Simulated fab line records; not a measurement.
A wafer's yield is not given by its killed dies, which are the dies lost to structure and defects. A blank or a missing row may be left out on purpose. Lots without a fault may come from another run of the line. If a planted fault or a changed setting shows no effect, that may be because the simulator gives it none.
fab line records | flow nand_harc
record lots=6 | wafers=18 | last_day=32
route steps=1302 shown A_SIN_REMOVE@947 A_WL_FILL@952 A_CONTACT@983 END@1302
lots that met no fault: from a run of the same line without faults
start_h: hours from the record's opening day to when the first of the lot's shown wafers began | wait_h: hours from the lot's prior step to this one | " identical to the entry in the row above | L1.1+2: several wafers, shown together as one row | - no value present, or no start provided | * or withheld: withheld | < > ~ a bound
route shown NAME@n: names a module that has steps shown in the file, with the first one's number in the route | usual: the fault-free wafers' mean and standard deviation | same: alike in all rows | chamber/n: place in a boat | sites: readings site by site | _std_site: the standard deviation of these | _edge_site: mean of outer sites minus mean of inner sites | radius_mm: for every site, how far away it sits from the centre of the wafer | mask NAME#n: copy n | behind: tool/chamber where the wafer was last shaped | hold: reason for holding the lot/hours on hold/outcome of the hold | device: the transistor (n, p or np) that didn't switch | end of line: the same wafers' tests at the end of the route | step lacking rows: just its recipe | killed: at the first sort, the dies lost to defects and structure; wafer yield is something else | map: per-die view of a wafer (x killed, . not killed, _ where there is no die)
set.NAME: the setting the step ran with; set.NAME@STEP: the setting that earlier step ran with | model.NAME: the simulator's own value behind a step, which no gauge read
lots at selected steps of the route; one table per step, one row per wafer
services: the hour from which a tool's chamber was out of use, counted from the record's first day as start_h (under 0 if before that day), plus the number of hours and why
## steps
# step NHARC_A_SIN_REMOVE_WET_00
# recipe temp_c=160 | time_s=15300 | chemistry=H3PO4
# step NHARC_A_SIN_REMOVE_PRECLEAN_01
# recipe time_s=* | temp_c=50 | bath_age_min=0 | chemistry=SC1
# step NHARC_A_SIN_REMOVE_SRD_02
# step NHARC_A_SIN_REMOVE_INSPECT_04
# usual raw_defect_count=412/93
lot.wafer | tool              | chamber | start_h | wait_h | raw_defect_count
L637.3    | defect_inspect-02 | -       | 538.22  | 0.0    | 419
L637.4    | "                 | -       | "       | "      | 527
L637.5    | "                 | -       | "       | "      | 379
L638.3    | defect_inspect-02 | -       | 542.20  | 0.0    | 370
L638.5    | "                 | -       | "       | "      | 356
L638.6    | "                 | -       | "       | "      | 350
L646.1    | defect_inspect-02 | -       | 617.68  | 0.0    | 411
L646.2    | "                 | -       | "       | "      | 488
L646.4    | "                 | -       | "       | "      | 304
L648.1    | defect_inspect-01 | -       | 646.59  | 0.0    | 432
L648.2    | "                 | -       | "       | "      | 385
L648.3    | "                 | -       | "       | "      | 433
L649.1    | defect_inspect-01 | -       | 660.38  | 0.0    | 507
L649.3    | "                 | -       | "       | "      | 555
L649.6    | "                 | -       | "       | "      | 458
L651.4    | defect_inspect-02 | -       | 664.99  | 0.0    | 430
L651.5    | "                 | -       | "       | "      | 497
L651.6    | "                 | -       | "       | "      | 386
# step NHARC_A_WL_FILL_ALD_00
# recipe target_thk_a=30 | pulse_time_s=3 | ald_cycles=30 | temp_c=300 | material=Al2O3
# step NHARC_A_WL_FILL_RTA_01
# recipe temp_c=1000 | time_s=5
# step NHARC_A_WL_FILL_ALD_02
# recipe target_thk_a=20 | pulse_time_s=3 | ald_cycles=100 | temp_c=450 | material=TiN
# step NHARC_A_WL_FILL_CVD_03
# recipe target_thk_a=400 | temp_c=300 | pressure_torr=40 | wf6_flow_sccm=40 | h2_flow_sccm=1600 | ar_flow_sccm=1560 | time_s=279 | material=W
# step NHARC_A_WL_FILL_ETCHBACK_04
# recipe target_depth_a=600 | time_s=120 | chemistry=NF3
# step NHARC_A_WL_FILL_ETCHBACK_05
# recipe target_depth_a=220 | time_s=60 | temp_c=40 | chemistry=Cl2/BCl3
# usual drypump_motor_current_A=6.3/0.4 | oes_product_au=1.005/0.01 | temp_c=39.99/0.1
lot.wafer | tool         | chamber | start_h | wait_h | drypump_motor_current_A | oes_product_au | rf_hours_counter_h | temp_c
L637.3    | rie_metal-03 | 1       | 539.83  | 0.1    | 5.5                     | 1.003          | -                  | 40.20
L637.4    | "            | 0       | "       | "      | 6.5                     | 0.985          | -                  | 39.81
L637.5    | "            | 1       | "       | "      | 5.5                     | 1.000          | -                  | 39.95
L638.3    | rie_metal-01 | 0       | 543.80  | 0.1    | 6.5                     | 1.002          | -                  | 39.93
L638.6    | "            | 0       | "       | "      | 6.5                     | 0.999          | -                  | 39.89
L638.5    | "            | 1       | "       | "      | 6.6                     | 0.993          | -                  | 39.89
L646.2    | rie_metal-03 | 0       | 619.58  | 0.2    | 6.4                     | 1.012          | 3.2                | 39.90
L646.1    | "            | 1       | "       | "      | 5.5                     | 1.002          | 3.2                | 40.18
L646.4    | "            | 0       | "       | "      | 6.5                     | 1.005          | -                  | 39.92
L648.1    | rie_metal-02 | 0       | 648.48  | 0.2    | 5.8                     | 1.027          | 0.6                | 40.05
L648.2    | "            | 1       | "       | "      | 6.2                     | 1.004          | 0.6                | 39.91
L648.3    | "            | 0       | "       | "      | 5.8                     | 1.021          | -                  | 40.00
L649.1    | rie_metal-03 | 1       | 661.98  | 0.2    | 5.5                     | 1.015          | 4.0                | 40.01
L649.3    | "            | 1       | "       | "      | 5.5                     | 0.999          | -                  | 40.06
L649.6    | "            | 1       | "       | "      | 5.5                     | 1.001          | -                  | 39.95
L651.4    | rie_metal-03 | 1       | 668.53  | 0.1    | 5.5                     | 1.007          | -                  | 39.89
L651.6    | "            | 1       | "       | "      | 5.5                     | 1.012          | -                  | 39.90
L651.5    | "            | 0       | "       | "      | 6.5                     | 1.005          | -                  | 40.01
# step NHARC_A_WL_FILL_STRIP_27
# recipe power_w=1500 | temp_c=250 | time_s=20 | chemistry=N2/H2
# usual drypump_motor_current_A=5.8/0.42 | heater_power_w=328/31 | temp_c=250.02/0.17
lot.wafer | tool            | chamber | start_h | wait_h | drypump_motor_current_A | heater_power_w | rf_hours_counter_h | temp_c
L637.3    | plasma_asher-01 | 1       | 539.99  | 0.1    | 5.2                     | 320            | -                  | 249.93
L637.4    | "               | 0       | "       | "      | 5.6                     | 377            | -                  | 250.01
L637.5    | "               | 1       | "       | "      | 5.2                     | 319            | -                  | 250.16
L638.3    | plasma_asher-01 | 1       | 544.43  | 0.6    | 5.2                     | 317            | -                  | 249.82
L638.6    | "               | 1       | "       | "      | 5.2                     | 317            | -                  | 250.00
L638.5    | "               | 0       | "       | "      | 5.6                     | 366            | -                  | 250.06
L646.2    | plasma_asher-01 | 1       | 619.72  | 0.1    | 5.2                     | 319            | 32                 | 250.11
L646.1    | "               | 0       | "       | "      | 5.6                     | 375            | 32                 | 249.89
L646.4    | "               | 1       | "       | "      | 5.2                     | 320            | -                  | 249.65
L648.1    | plasma_asher-02 | 1       | 648.62  | 0.1    | 6.2                     | 344            | 12                 | 249.70
L648.2    | "               | 0       | "       | "      | 6.2                     | 291            | 12                 | 250.15
L648.3    | "               | 0       | "       | "      | 6.2                     | 284            | -                  | 249.97
L649.1    | plasma_asher-01 | 1       | 662.11  | 0.1    | 5.2                     | 315            | 41                 | 250.11
L649.3    | "               | 0       | "       | "      | 5.6                     | 371            | -                  | 249.80
L649.6    | "               | 1       | "       | "      | 5.2                     | 313            | -                  | 250.05
L651.4    | plasma_asher-01 | 0       | 668.69  | 0.1    | 5.6                     | 376            | -                  | 249.96
L651.5    | "               | 0       | "       | "      | 5.6                     | 363            | -                  | 250.12
L651.6    | "               | 1       | "       | "      | 5.2                     | 315            | -                  | 250.22
# step NHARC_A_WL_FILL_STRIP_28
# recipe time_s=1200 | temp_c=72.5 | chemistry=post_etch_residue_remover
# step NHARC_A_WL_FILL_PRECLEAN_06
# recipe time_s=300 | chemistry=DIW
# step NHARC_A_WL_FILL_SRD_07
# step NHARC_A_WL_FILL_ANNEAL_08
# recipe temp_c=450 | time_s=1800
# step NHARC_A_WL_FILL_ALD_10
# recipe target_thk_a=500 | pulse_time_s=10 | ald_cycles=500 | temp_c=300 | material=SiO2
# step NHARC_A_WL_FILL_ETCHBACK_16
# recipe target_depth_a=1200 | time_s=24 | c4f8_flow_sccm=withheld | o2_flow_sccm=8 | ar_flow_sccm=withheld | rf_w=600 | bias_w=800 | chemistry=C4F8/O2/Ar
# step NHARC_A_WL_FILL_STRIP_29
# recipe time_s=20 | o2_flow_sccm=500 | ar_flow_sccm=0 | bias_w=0 | chemistry=O2
# usual drypump_motor_current_A=5.5/0.52 | o2_flow_sccm=500.0/1.4 | oes_product_au=0.998/0.0083 | rf_vpp_V=57.7/0.85 | showerhead_plenum_p_Torr=3.48/0.16 | throttle_valve_pct=17.035/0.0086
# same bias_w=0
lot.wafer | tool        | chamber | start_h | wait_h | drypump_motor_current_A | o2_flow_sccm | oes_product_au | rf_hours_counter_h | rf_vpp_V | showerhead_plenum_p_Torr | throttle_valve_pct
L637.3    | rie_diel-11 | 3       | 550.12  | 0.1    | 4.7                     | 497.9        | 1.000          | 3.9                | 56.9     | 3.30                     | 17.035
L637.4    | "           | 2       | "       | "      | 4.7                     | 499.5        | 1.003          | -                  | 56.9     | 3.31                     | 17.035
L637.5    | "           | 0       | "       | "      | 5.4                     | 496.0        | 0.997          | -                  | 57.5     | 3.73                     | 17.040
L638.3    | rie_diel-06 | 3       | 554.52  | 0.1    | 5.2                     | 499.4        | 1.007          | 5.2                | 58.1     | 3.34                     | 17.034
L638.6    | "           | 2       | "       | "      | 5.9                     | 501.9        | 0.999          | -                  | 58.3     | 3.70                     | 17.043
L638.5    | "           | 3       | "       | "      | 5.2                     | 500.1        | 1.018          | -                  | 57.9     | 3.34                     | 17.029
L646.2    | rie_diel-06 | 0       | 629.62  | 0.1    | 5.5                     | 499.8        | 1.002          | 9.1                | 59.7     | 3.42                     | 17.032
L646.4    | "           | 1       | "       | "      | 5.8                     | 498.5        | 0.986          | 10.3               | 57.8     | 3.52                     | 17.039
L646.1    | "           | 2       | "       | "      | 5.9                     | 500.7        | 0.988          | 8.8                | 57.7     | 3.69                     | 17.032
L648.2    | rie_diel-13 | 2       | 657.98  | 0.1    | 6.2                     | 498.4        | 0.982          | 5.1                | 57.8     | 3.63                     | 17.037
L648.1    | "           | 3       | "       | "      | 5.2                     | 501.4        | 0.989          | 4.9                | 58.0     | 3.37                     | 17.044
L648.3    | "           | 1       | "       | "      | 6.3                     | 496.8        | 1.005          | 5.0                | 55.9     | 3.34                     | 17.019
L649.3    | rie_diel-06 | 2       | 670.80  | 0.5    | 5.9                     | 498.4        | 1.001          | 1.1                | 59.0     | 3.69                     | 17.035
L649.1    | "           | 3       | "       | "      | 5.2                     | 498.8        | 1.008          | 1.1                | 57.2     | 3.34                     | 17.036
L649.6    | "           | 2       | "       | "      | 5.9                     | 499.6        | 1.011          | -                  | 57.1     | 3.69                     | 17.034
L651.4    | rie_diel-11 | 1       | 679.65  | 0.1    | 5.8                     | 501.5        | 0.991          | 2.1                | 58.9     | 3.62                     | 17.035
L651.5    | "           | 0       | "       | "      | 5.4                     | 499.3        | 0.995          | -                  | 59.6     | 3.73                     | 17.038
L651.6    | "           | 1       | "       | "      | 5.8                     | 498.4        | 0.991          | -                  | 59.6     | 3.62                     | 17.029
# step NHARC_A_WL_FILL_ETCHBACK_17
# recipe target_depth_a=40 | time_s=26.7 | chemistry=Cl2/BCl3
# step NHARC_A_WL_FILL_PRECLEAN_18
# recipe time_s=30 | chemistry=dHF
# step NHARC_A_WL_FILL_SRD_21
# step NHARC_A_WL_FILL_CVD_23
# recipe target_thk_a=400 | temp_c=620 | pressure_mtorr=200 | time_s=800 | material=poly-Si
# step NHARC_A_WL_FILL_ETCHBACK_26
# recipe target_depth_a=520 | time_s=13.3 | hbr_flow_sccm=150 | rf_w=350 | icp_w=350 | bias_w=60 | chemistry=HBr
# step NHARC_A_WL_FILL_PRECLEAN_30
# recipe time_s=10 | chemistry=dHF
# step NHARC_A_WL_FILL_SRD_14
# step NHARC_A_WL_FILL_ALD_19
# recipe target_thk_a=20 | pulse_time_s=3 | ald_cycles=100 | temp_c=450 | material=TiN
# usual heater_power_w=1096/96 | precursor_pulse_height_rel=1.000/0.022
lot.wafer | tool         | chamber | start_h | wait_h | heater_power_w | precursor_pulse_height_rel
L637.4    | ald_metal-04 | 2       | 555.73  | 0.1    | 1118           | 1.005
L637.3    | "            | 3       | "       | "      | 1090           | 0.995
L637.5    | "            | 3       | "       | "      | 1140           | 1.010
L638.3    | ald_metal-02 | 0       | 560.15  | 0.1    | 1115           | 1.017
L638.6    | "            | 3       | "       | "      | 1013           | 0.988
L638.5    | "            | 0       | "       | "      | 1101           | 0.982
L646.2    | ald_metal-01 | 3       | 634.90  | 0.1    | 964            | 0.999
L646.1    | "            | 0       | "       | "      | 1255           | 0.995
L646.4    | "            | 2       | "       | "      | 1066           | 0.976
L648.1    | ald_metal-04 | 0       | 663.39  | 0.1    | 1004           | 0.949
L648.2    | "            | 1       | "       | "      | 1085           | 1.007
L648.3    | "            | 3       | "       | "      | 1103           | 1.003
L649.3    | ald_metal-04 | 1       | 676.43  | 0.1    | 1081           | 1.012
L649.1    | "            | 3       | "       | "      | 1078           | 0.978
L649.6    | "            | 2       | "       | "      | 1164           | 0.965
L651.4    | ald_metal-02 | 3       | 685.18  | 0.1    | 976            | 1.006
L651.6    | "            | 2       | "       | "      | 1319           | 0.994
L651.5    | "            | 3       | "       | "      | 980            | 0.990
# step NHARC_A_WL_FILL_CVD_20
# recipe target_thk_a=1000 | temp_c=400 | pressure_torr=40 | wf6_flow_sccm=40 | h2_flow_sccm=1600 | ar_flow_sccm=1560 | time_s=74 | material=W
# step NHARC_A_WL_FILL_CMP_12
# recipe t_overpolish_s=30 | target_thk_nm=100
# usual motor_current_A=11.6/0.92 | overpolish_run_s=29.998/0.0087 | slurry_filter_dp_kPa=13.49/0.12 | time_to_endpoint_s=20.1/2.3
lot.wafer | tool   | chamber | start_h | wait_h | motor_current_A | overpolish_run_s | slurry_filter_dp_kPa | time_to_endpoint_s
L637.3    | cmp-02 | 3       | 556.14  | 0.1    | 11.1            | 30.001           | 13.45                | 20.6
L637.4    | "      | 1       | "       | "      | 10.3            | 29.997           | 13.64                | 20.4
L637.5    | "      | 2       | "       | "      | 11.8            | 29.999           | 13.48                | 17.0
L638.3    | cmp-02 | 3       | 560.56  | 0.2    | 11.0            | 30.016           | 13.63                | 17.0
L638.5    | "      | 1       | "       | "      | 10.0            | 29.998           | 13.52                | 22.0
L638.6    | "      | 2       | "       | "      | 11.1            | 30.005           | 13.56                | 16.7
L646.1    | cmp-01 | 3       | 635.28  | 0.1    | 12.8            | 30.000           | 13.42                | 22.4
L646.4    | "      | 0       | "       | "      | 11.3            | 30.005           | 13.63                | 20.7
L646.2    | "      | 2       | "       | "      | 10.7            | 29.996           | 13.48                | 18.8
L648.1    | cmp-03 | 0       | 663.77  | 0.1    | 11.4            | 29.997           | 13.57                | 23.1
L648.3    | "      | 2       | "       | "      | 12.6            | 30.004           | 13.69                | 20.8
L648.2    | "      | 3       | "       | "      | 11.7            | 29.999           | 13.63                | 18.7
L649.3    | cmp-01 | 1       | 676.95  | 0.2    | 11.4            | 30.009           | 13.49                | 21.8
L649.1    | "      | 2       | "       | "      | 10.3            | 29.992           | 13.32                | 23.6
L649.6    | "      | 2       | "       | "      | 10.9            | 29.991           | 13.65                | 21.8
L651.4    | cmp-01 | 3       | 685.59  | 0.1    | 14.4            | 29.979           | 13.48                | 26.3
L651.5    | "      | 1       | "       | "      | 11.0            | 30.007           | 13.46                | 20.8
L651.6    | "      | 2       | "       | "      | 10.5            | 30.001           | 13.38                | 21.9
# step NHARC_A_WL_FILL_SRD_31
# step NHARC_A_CONTACT_DEP_24
# recipe target_thk_a=5000 | temp_c=400 | pressure_torr=6.5 | rf_w=900 | teos_flow_sccm=161.4 | flow_sccm=2650 | target_thk_nm=500 | gas=O2 | material=SiO2
# step NHARC_A_CONTACT_DEP_28
# recipe target_thk_a=70000 | temp_c=400 | material=aC
# step NHARC_A_CONTACT_DEP_29
# recipe target_thk_a=1000 | target_thk_nm=100 | temp_c=400 | pressure_torr=3.5 | flow_sccm=200 | rf_w=350 | material=SiON
# usual chamber_pressure_Torr=3.501/0.0079 | heater_power_w=743/66
lot.wafer | tool     | chamber | start_h | wait_h | chamber_pressure_Torr | heater_power_w
L637.3    | pecvd-04 | 1       | 564.13  | 2.2    | 3.502                 | 602
L637.5    | "        | 0       | "       | "      | 3.502                 | 848
L637.4    | "        | 1       | "       | "      | 3.501                 | 623
L638.3    | pecvd-01 | 0       | 568.42  | 2.2    | 3.496                 | 792
L638.6    | "        | 2       | "       | "      | 3.513                 | 788
L638.5    | "        | 0       | "       | "      | 3.499                 | 797
L646.2    | pecvd-01 | 0       | 641.17  | 2.9    | 3.504                 | 805
L646.1    | "        | 2       | "       | "      | 3.514                 | 783
L646.4    | "        | 1       | "       | "      | 3.499                 | 751
L648.1    | pecvd-04 | 0       | 669.21  | 3.6    | 3.489                 | 908
L648.3    | "        | 1       | "       | "      | 3.500                 | 630
L648.2    | "        | 2       | "       | "      | 3.502                 | 762
L649.1    | pecvd-01 | 0       | 683.57  | 3.5    | 3.518                 | 786
L649.3    | "        | 1       | "       | "      | 3.505                 | 769
L649.6    | "        | 1       | "       | "      | 3.509                 | 756
L651.5    | pecvd-01 | 1       | 694.12  | 0.8    | 3.494                 | 787
L651.4    | "        | 2       | "       | "      | 3.508                 | 702
L651.6    | "        | 0       | "       | "      | 3.491                 | 823
# step NHARC_A_CONTACT_DEHYDRATE_32
# recipe temp_c=150 | time_s=120
# step NHARC_A_CONTACT_HMDS_33
# recipe time_s=30
# step NHARC_END_SORT_01
# recipe temp_c=25
# usual killed_at_array=62/18 | killed_at_other=0.9/1.2 | killed_at_periphery=4.2/2.9 | killed_dies=67/17 | killed_open=3.6/1.9 | killed_short=2.5/1.6
# same gross_dies=677
lot.wafer | tool      | chamber | start_h | wait_h | killed_at_array | killed_at_other | killed_at_periphery | killed_dies | killed_open | killed_short
L637.3    | prober-02 | 0       | 639.22  | 3.1    | 149             | 1               | 2                   | 152         | 4           | 1
L637.5    | prober-02 | 0       | 640.83  | 3.7    | 173             | 3               | 1                   | 177         | 6           | 4
L638.3    | prober-02 | 0       | 649.16  | 3.1    | 167             | 0               | 3                   | 170         | 4           | 0
L638.6    | prober-02 | 0       | 651.54  | 4.0    | 170             | 0               | 0                   | 170         | 3           | 2
# killed by level:class
L637.3 A_WL_FILL:unspecified=102 A_CHANNEL_HOLE_D1:chamber_film_flake=25 A_CHANNEL_HOLE_D2:chamber_film_flake=14 A_CHANNEL_FILL_D1:geometric_particle:open=2 A_WL_FILL:chamber_film_flake=2 P_CONTACT:geometric_particle:open=1 A_DECK1_JOINT:geometric_particle:short=1 A_ONON_D2:geometric_particle:open=1
L637.5 A_WL_FILL:unspecified=106 A_CHANNEL_HOLE_D1:chamber_film_flake=33 A_CHANNEL_HOLE_D2:chamber_film_flake=18 A_STAIRCASE:chamber_film_flake=3 THIN_TSV:chamber_film_flake=3 A_CHANNEL_FILL_D1:geometric_particle:open=2 A_CHANNEL_FILL_D1:geometric_particle:short=2 A_CONTACT:chamber_film_flake=2
L638.3 A_WL_FILL:unspecified=109 A_CHANNEL_HOLE_D1:chamber_film_flake=24 A_SLIT:chamber_film_flake=24 A_SGD_CUT:chamber_film_flake=4 A_CONTACT:chamber_film_flake=2 P_GATE:geometric_particle:open=1 P_CONTACT:geometric_particle:open=1 A_DECK1_JOINT:geometric_particle:open=1
L638.6 A_WL_FILL:unspecified=106 A_CHANNEL_HOLE_D1:chamber_film_flake=29 A_SLIT:chamber_film_flake=24 A_STAIRCASE:chamber_film_flake=2 A_CONTACT:chamber_film_flake=2 A_CHANNEL_FILL_D1:geometric_particle:open=1 A_DECK1_JOINT:geometric_particle:open=1 A_ONON_D2:geometric_particle:short=1
# map L637.5 (x killed, . not)
____________.____________
_________......._________
_______..........._______
______.............______
_____.x............._____
____..x......x.......____
____x.x.x............____
___..xxx..............___
___..xxxx.............___
__..xxxx.x....x........__
__..xxxxx...x..........__
_.....xx.xx.xx....x....._
_..xxxxx.xxxxxx........._
_.x..x.xxxxxxxxx........_
_........xxxxxxx........_
_.....x.xxxxxxxxx......x_
........xxxxxxxxxx.......
...x....xxxxxxxxxxxx.....
........xxxxxxxxxx.xx..xx
.....x.xxxxxxxxxxx..x.x..
........xxxxxxxxx.x...x..
_...x....xxxxxxxx.xx.xxx_
_.........xxxxxx..x.x..._
_........xx.xx.xx...xx.._
_..........xx....x..x..._
_..........x............_
__........x...x.x......__
__.....................__
___............x......___
___..........x........___
____............x....____
____.........x.......____
_____............x.._____
______.............______
_______..........._______
_________......._________
____________.____________
# map L638.3 (x killed, . not)
____________.____________
_________......._________
_______.x........._______
______.............______
_____..............._____
____.................____
____.................____
___..............x....___
___.x.......x.x.......___
__...........x.........__
__..........xx.........__
_x.......xxxxxxx.......x_
_........xxxxxxx......xx_
_........xxxxxxx......x._
_.......xxxxxxxx.x...x.x_
_.......xxxxxxxxx....xxx_
.x.xx...xxxxxxxxx...x.xxx
x.......xxxxxxxxx....xx.x
x.x...x.xxxxxxxxxx...xxxx
..xx...xxxxxxxxxxx..xx.x.
xxxxx...xxxxxxxxxx....x..
_xxxx.x...xxxxxx.......x_
_xxxx....xxxxxx...x....._
_xx........x.x.........._
_xx.....x..xx..........._
_.......x....x.........._
__..x..................__
__.....................__
___...................___
___...................___
____.................____
____.................____
_____..............._____
______.............______
_______..........._______
_________......._________
____________.____________
## services
tool            | chamber | start_h | hours | kind
pecvd-01        | 1       | 539.24  | 6.0   | repair
rie_diel-11     | 1       | 544.97  | 13.2  | repair
cmp-01          | -       | 553.50  | 4.0   | pm
ald_metal-02    | -       | 556.43  | 0.4   | repair
rie_diel-11     | 3       | 570.24  | 9.9   | repair
rie_diel-06     | 0       | 571.97  | 15.3  | repair
cmp-01          | -       | 574.16  | 0.3   | repair
rie_diel-11     | -       | 585.50  | 9.0   | pm
ald_metal-02    | -       | 586.05  | 10.0  | pm
cmp-01          | -       | 594.14  | 0.4   | repair
cmp-02          | -       | 600.58  | 4.0   | pm
pecvd-04        | -       | 607.49  | 13.0  | pm
cmp-01          | -       | 618.33  | 0.4   | repair
ald_metal-04    | -       | 628.00  | 10.0  | pm
rie_diel-06     | 0       | 632.57  | 14.2  | repair
rie_diel-06     | -       | 637.26  | 9.0   | pm
pecvd-01        | -       | 649.26  | 13.0  | pm
cmp-01          | -       | 651.50  | 4.0   | pm
rie_metal-03    | 1       | 652.37  | 2.3   | repair
cmp-02          | -       | 666.94  | 0.3   | repair
rie_diel-11     | 2       | 669.27  | 8.2   | repair
cmp-01          | -       | 669.99  | 0.5   | repair
rie_metal-03    | -       | 672.00  | 9.0   | pm
plasma_asher-01 | -       | 679.40  | 9.0   | pm
## key
first_sign step=NHARC_END_SORT_01 | reading=killed_dies | direction=up | sigmas=5.8 | usual=67 | struck=167
effect step=NHARC_END_SORT_01 | reading=killed_at_array | direction=up | sigmas=5.8 | usual=62 | struck=165
more_kills_born_at NHARC_A_WL_FILL_STRIP_27@plasma_asher-01=423
met_at NHARC_A_WL_FILL_STRIP_27
struck_wafers L637.3,L637.5,L638.3,L638.6
tester_left_out L637,L638
fault kind=chamber_particle_source | tool=plasma_asher-01 | chamber=1 | onset_h=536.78 | steps=NHARC_A_WL_FILL_STRIP_27 | rate_per_visit_cm2=2.0402 | end_h=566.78
# tester_left_out: of these lots the tester's yield and bins aren't shown, on N5 and GAA mostly nor the transistor test; their killed dies are dies lost to structure and defects alone, not to doping, threshold or leakage, so they don't give the yield
